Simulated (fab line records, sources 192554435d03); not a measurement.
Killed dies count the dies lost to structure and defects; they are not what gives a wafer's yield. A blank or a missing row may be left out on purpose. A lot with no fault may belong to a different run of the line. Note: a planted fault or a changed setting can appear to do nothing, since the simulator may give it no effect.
Lot-split experiment / flow n5_finfet / route with 1938 steps; 7 lots, 39 wafers read

== THE SPLIT ==
At N5_BEOL_M2_TRENCH_ETCH_37 (etches SiOC in C4F6/O2, target depth 55.555 nm, time 29.2 s), the setting target_depth_a was moved away from the recipe's 555.55 angstrom on 15 of the 39 wafers read, by +16.6% to +57.2%. The other wafers ran this setting at the recipe's value.

== FROM THE SPLIT TO THE READING: what the file shows between them, 13 steps ==
- N5_BEOL_M2_ETCH_41: etches SiCN in CH3F/O2, target depth 29.9 nm, time 52.5 s
- N5_BEOL_M2_STRIP_97: strips in N2/H2, time 10 s
- N5_BEOL_M2_OCD_MEAS_38
- N5_BEOL_M2_HM_STRIP_39: strips TiN in peroxide tin strip, target depth 25 nm, time 158 s
- N5_BEOL_M2_SRD_40: time 30 s
- N5_BEOL_M2_ECD_50: material Cu, target thk 300 nm
- N5_BEOL_M2_ANNEAL_51: time 90 s
- N5_BEOL_M2_CMP_52: polishes, stops on SiOC, t overpolish 6.8 s, target thk 40 nm
- N5_BEOL_M2_THK_MEAS_53: measures by xrf
- N5_BEOL_M2_PRE_CLEAN_60: time 15 s
- N5_BEOL_M2_CO_CAP_55: material Co, precursor CCTBA/H2, target thk 2 nm, time 102.1 s
- N5_BEOL_M2_PRE_CLEAN_56: time 15 s
- N5_BEOL_M2_DEP_57: deposits SiCN from 3MS/NH3, target thk 8 nm, time 14 s

== THE READING ==
M2_RS, in ohm/sq, at N5_BEOL_M2_RS_MEAS_58 (measures by four-point-probe). A value of 0.66 ohm/sq with a standard deviation of 0.032 ohm/sq is what fault-free wafers of this fab line usually give.

wafer=L082.1; tool, chamber at the split=rie_diel-01, 2; target_depth_a as run, angstrom=555.55; against the recipe=recipe; M2_RS, ohm/sq=0.64; against lot-mates on the recipe=-
wafer=L082.2; tool, chamber at the split=rie_diel-01, 3; target_depth_a as run, angstrom=667.6; against the recipe=+20.2%; M2_RS, ohm/sq=0.51; against lot-mates on the recipe=-0.15
wafer=L082.3; tool, chamber at the split=rie_diel-01, 1; target_depth_a as run, angstrom=555.55; against the recipe=recipe; M2_RS, ohm/sq=0.64; against lot-mates on the recipe=-
wafer=L082.4; tool, chamber at the split=rie_diel-01, 0; target_depth_a as run, angstrom=555.55; against the recipe=recipe; M2_RS, ohm/sq=0.69; against lot-mates on the recipe=-
wafer=L082.5; tool, chamber at the split=rie_diel-01, 1; target_depth_a as run, angstrom=667.6; against the recipe=+20.2%; M2_RS, ohm/sq=0.47; against lot-mates on the recipe=-0.19
wafer=L082.6; tool, chamber at the split=rie_diel-01, 0; target_depth_a as run, angstrom=667.6; against the recipe=+20.2%; M2_RS, ohm/sq=0.49; against lot-mates on the recipe=-0.17
wafer=L083.1; tool, chamber at the split=rie_diel-01, 1; target_depth_a as run, angstrom=555.55; against the recipe=recipe; M2_RS, ohm/sq=0.64; against lot-mates on the recipe=-
wafer=L083.2; tool, chamber at the split=rie_diel-01, 2; target_depth_a as run, angstrom=555.55; against the recipe=recipe; M2_RS, ohm/sq=0.66; against lot-mates on the recipe=-
wafer=L083.3; tool, chamber at the split=rie_diel-01, 0; target_depth_a as run, angstrom=647.5; against the recipe=+16.6%; M2_RS, ohm/sq=0.50; against lot-mates on the recipe=-0.16
wafer=L083.4; tool, chamber at the split=rie_diel-01, 3; target_depth_a as run, angstrom=555.55; against the recipe=recipe; M2_RS, ohm/sq=0.68; against lot-mates on the recipe=-
wafer=L083.5; tool, chamber at the split=rie_diel-01, 3; target_depth_a as run, angstrom=647.5; against the recipe=+16.6%; M2_RS, ohm/sq=0.50; against lot-mates on the recipe=-0.16
wafer=L083.6; tool, chamber at the split=rie_diel-01, 2; target_depth_a as run, angstrom=647.5; against the recipe=+16.6%; M2_RS, ohm/sq=0.50; against lot-mates on the recipe=-0.16
wafer=L085.1; tool, chamber at the split=rie_diel-01, 2; target_depth_a as run, angstrom=842.8; against the recipe=+51.7%; M2_RS, ohm/sq=0.34; against lot-mates on the recipe=-0.31
wafer=L085.2; tool, chamber at the split=rie_diel-01, 3; target_depth_a as run, angstrom=555.55; against the recipe=recipe; M2_RS, ohm/sq=0.64; against lot-mates on the recipe=-
wafer=L085.3; tool, chamber at the split=rie_diel-01, 0; target_depth_a as run, angstrom=842.8; against the recipe=+51.7%; M2_RS, ohm/sq=0.35; against lot-mates on the recipe=-0.30
wafer=L085.4; tool, chamber at the split=rie_diel-01, 1; target_depth_a as run, angstrom=842.8; against the recipe=+51.7%; M2_RS, ohm/sq=0.35; against lot-mates on the recipe=-0.30
wafer=L085.5; tool, chamber at the split=rie_diel-01, 3; target_depth_a as run, angstrom=555.55; against the recipe=recipe; M2_RS, ohm/sq=0.65; against lot-mates on the recipe=-
wafer=L085.6; tool, chamber at the split=rie_diel-01, 0; target_depth_a as run, angstrom=555.55; against the recipe=recipe; M2_RS, ohm/sq=0.67; against lot-mates on the recipe=-
wafer=L090.3; tool, chamber at the split=rie_diel-04, 2; target_depth_a as run, angstrom=555.55; against the recipe=recipe; M2_RS, ohm/sq=0.68; against lot-mates on the recipe=-
wafer=L090.5; tool, chamber at the split=rie_diel-04, 0; target_depth_a as run, angstrom=555.55; against the recipe=recipe; M2_RS, ohm/sq=0.71; against lot-mates on the recipe=-
wafer=L090.6; tool, chamber at the split=rie_diel-04, 1; target_depth_a as run, angstrom=555.55; against the recipe=recipe; M2_RS, ohm/sq=0.70; against lot-mates on the recipe=-
wafer=L093.1; tool, chamber at the split=rie_diel-02, 2; target_depth_a as run, angstrom=555.55; against the recipe=recipe; M2_RS, ohm/sq=0.64; against lot-mates on the recipe=-
wafer=L093.2; tool, chamber at the split=rie_diel-02, 0; target_depth_a as run, angstrom=746.2; against the recipe=+34.3%; M2_RS, ohm/sq=0.42; against lot-mates on the recipe=-0.23
wafer=L093.3; tool, chamber at the split=rie_diel-02, 1; target_depth_a as run, angstrom=746.2; against the recipe=+34.3%; M2_RS, ohm/sq=0.39; against lot-mates on the recipe=-0.26
wafer=L093.4; tool, chamber at the split=rie_diel-02, 3; target_depth_a as run, angstrom=746.2; against the recipe=+34.3%; M2_RS, ohm/sq=0.40; against lot-mates on the recipe=-0.25
wafer=L093.5; tool, chamber at the split=rie_diel-02, 1; target_depth_a as run, angstrom=555.55; against the recipe=recipe; M2_RS, ohm/sq=0.63; against lot-mates on the recipe=-
wafer=L093.6; tool, chamber at the split=rie_diel-02, 0; target_depth_a as run, angstrom=555.55; against the recipe=recipe; M2_RS, ohm/sq=0.69; against lot-mates on the recipe=-
wafer=L094.1; tool, chamber at the split=rie_diel-04, 0; target_depth_a as run, angstrom=555.55; against the recipe=recipe; M2_RS, ohm/sq=0.74; against lot-mates on the recipe=-
wafer=L094.2; tool, chamber at the split=rie_diel-04, 2; target_depth_a as run, angstrom=555.55; against the recipe=recipe; M2_RS, ohm/sq=0.65; against lot-mates on the recipe=-
wafer=L094.3; tool, chamber at the split=rie_diel-04, 3; target_depth_a as run, angstrom=555.55; against the recipe=recipe; M2_RS, ohm/sq=0.69; against lot-mates on the recipe=-
wafer=L094.4; tool, chamber at the split=rie_diel-04, 1; target_depth_a as run, angstrom=555.55; against the recipe=recipe; M2_RS, ohm/sq=0.74; against lot-mates on the recipe=-
wafer=L094.5; tool, chamber at the split=rie_diel-04, 2; target_depth_a as run, angstrom=555.55; against the recipe=recipe; M2_RS, ohm/sq=0.66; against lot-mates on the recipe=-
wafer=L094.6; tool, chamber at the split=rie_diel-04, 1; target_depth_a as run, angstrom=555.55; against the recipe=recipe; M2_RS, ohm/sq=0.70; against lot-mates on the recipe=-
wafer=L096.1; tool, chamber at the split=rie_diel-04, 0; target_depth_a as run, angstrom=873.5; against the recipe=+57.2%; M2_RS, ohm/sq=0.34; against lot-mates on the recipe=-0.34
wafer=L096.2; tool, chamber at the split=rie_diel-04, 2; target_depth_a as run, angstrom=873.5; against the recipe=+57.2%; M2_RS, ohm/sq=0.32; against lot-mates on the recipe=-0.36
wafer=L096.3; tool, chamber at the split=rie_diel-04, 3; target_depth_a as run, angstrom=555.55; against the recipe=recipe; M2_RS, ohm/sq=0.69; against lot-mates on the recipe=-
wafer=L096.4; tool, chamber at the split=rie_diel-04, 0; target_depth_a as run, angstrom=555.55; against the recipe=recipe; M2_RS, ohm/sq=0.71; against lot-mates on the recipe=-
wafer=L096.5; tool, chamber at the split=rie_diel-04, 3; target_depth_a as run, angstrom=873.5; against the recipe=+57.2%; M2_RS, ohm/sq=0.34; against lot-mates on the recipe=-0.34
wafer=L096.6; tool, chamber at the split=rie_diel-04, 2; target_depth_a as run, angstrom=555.55; against the recipe=recipe; M2_RS, ohm/sq=0.64; against lot-mates on the recipe=-

FIT RESULTS
A straight line over all 39 wafers: M2_RS changes by -0.00647 ohm/sq for each +1% of target_depth_a; r = -0.96; the points scatter about the line by 0.038 ohm/sq.
The same after taking each lot's own level away (the mean of its wafers on the recipe; 39 wafers): -0.00626 ohm/sq for each +1%; r = -0.97; scatter 0.03 ohm/sq.
That fit puts the effect of the largest move of target_depth_a on the reading at 0.36 ohm/sq.
The span of the lots' own levels, 0.653 to 0.697 ohm/sq, comes to 1.4 times the standard deviation stated above.
The two slopes are in agreement: the lot-to-lot level therefore moves the slope only a little.
Check: -0.37 ohm/sq against its lot-mates is what the line predicts for one of the wafers moved furthest among these (+57.2%) when that wafer is left out of the fit. It came out at -0.34 ohm/sq against them.

== THE WHOLE CHAIN: every reading that the file lists as answering this split, in the file's order ==
step=N5_BEOL_M2_TRENCH_ETCH_37; what it does=etches SiOC in C4F6/O2, target depth 55.555 nm, time 29.2 s; reading=BEOL_M2.feature_depth_nm (the simulator's own value, which no gauge read); change (the file's fit)=+0.556 nm for each +1% of the setting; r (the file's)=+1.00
step=N5_BEOL_M2_TRENCH_ETCH_37; what it does=etches SiOC in C4F6/O2, target depth 55.555 nm, time 29.2 s; reading=etch.depth_nm (the simulator's own value, which no gauge read); change (the file's fit)=+0.557 nm for each +1% of the setting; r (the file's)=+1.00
step=N5_BEOL_M2_TRENCH_ETCH_37; what it does=etches SiOC in C4F6/O2, target depth 55.555 nm, time 29.2 s; reading=TiN_of_BEOL_M2_HM_DEP_02.thk_nm (the simulator's own value, which no gauge read); change (the file's fit)=-0.0225 nm for each +1% of the setting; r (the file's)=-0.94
step=N5_BEOL_M2_OCD_MEAS_38; what it does=; reading=trench_depth_nm; change (the file's fit)=+0.559 nm for each +1% of the setting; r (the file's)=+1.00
step=N5_BEOL_M2_CMP_52; what it does=polishes, stops on SiOC, t overpolish 6.8 s, target thk 40 nm; reading=Cu_of_BEOL_M2_ECD_50.thk_nm (the simulator's own value, which no gauge read); change (the file's fit)=+0.544 nm for each +1% of the setting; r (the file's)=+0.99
step=N5_BEOL_M2_THK_MEAS_53; what it does=measures by xrf; reading=M2_THK; change (the file's fit)=+0.551 for each +1% of the setting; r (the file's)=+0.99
step=N5_BEOL_M2_RS_MEAS_58; what it does=measures by four-point-probe; reading=M2_RS; change (the file's fit)=-0.0065 for each +1% of the setting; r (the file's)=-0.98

== THE FILE'S OWN FIT ==
M2_RS changes by -0.0065 ohm/sq for each +1% of target_depth_a, r = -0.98.
